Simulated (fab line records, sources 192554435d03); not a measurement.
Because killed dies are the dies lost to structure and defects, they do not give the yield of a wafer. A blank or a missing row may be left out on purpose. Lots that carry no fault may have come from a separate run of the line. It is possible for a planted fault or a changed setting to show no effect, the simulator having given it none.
Matching of chambers	flow n5Finfet	N5_SDB_ETCH_17 on rieDiel-06 has 3 sister chambers
The step etches SiARC in CF4, target depth 23.4 nm, time 39 s. 16 wafers are shown with their chamber, then 7 later ones without.

WAFERS WITH THEIR CHAMBER
wafer	chamber	showerheadPlenumPTorr (Torr)	throttleValvePct (%)	etchRfOnTimeS (s)
L076.2	1	2.15	15.91	38.3
L076.3	2	2.13	15.69	38.5
L076.4	0	2.07	15.56	39.0
L077.2	2	2.13	15.70	38.3
L077.3	1	2.15	15.91	38.2
L077.5	2	2.13	15.72	38.4
L079.3	1	2.14	15.90	37.7
L079.4	2	2.13	15.71	37.8
L079.5	2	2.13	15.72	37.7
L091.3	0	2.06	15.63	38.6
L091.4	2	2.12	15.77	37.8
L091.5	1	2.14	15.95	37.8
L092.1	2	2.12	15.78	38.0
L092.2	1	2.14	15.97	37.6
L092.5	0	2.06	15.64	38.8
L093.3	0	2.06	15.65	38.6

SIGNATURES, as means of the wafers listed above
reading	chamber 0	chamber 1	chamber 2	scatter within a chamber
showerheadPlenumPTorr	2.0625	2.1440	2.1271	0.0051
throttleValvePct	15.6200	15.9280	15.7271	0.0349
etchRfOnTimeS	38.750	37.920	38.071	0.295
Rule: for each reading, subtract the chamber's mean from the wafer's reading, divide by that reading's scatter and square the result; add these up over the readings and take the root, which gives the wafer's distance from the chamber. The wafer belongs to the nearest chamber; if the next one is less than 2 further off, it can't be placed. The scatter: the root of (the sum of the squares of (reading less its chamber's mean) over the shown wafers, divided by (wafers less chambers)).

WAFERS MISSING THEIR CHAMBER
wafer	showerheadPlenumPTorr (Torr)	throttleValvePct (%)	etchRfOnTimeS (s)
L093.4	2.12	15.79	37.9
L093.6	2.13	15.96	37.6
L096.3	2.06	15.65	39.0
L096.5	2.12	15.81	38.6
L096.6	2.13	15.98	38.0
L097.2	2.06	15.66	39.2
L097.5	2.06	15.65	39.2

THE CHAMBER EACH PASSED THROUGH
wafer	from the rows above	in truth
L093.4	2	2
L093.6	1	1
L096.3	0	0
L096.5	2	2
L096.6	1	1
L097.2	0	0
L097.5	0	0
7 of 7 placed correctly. Not placeable from these rows: 0. 0 placed wrongly.
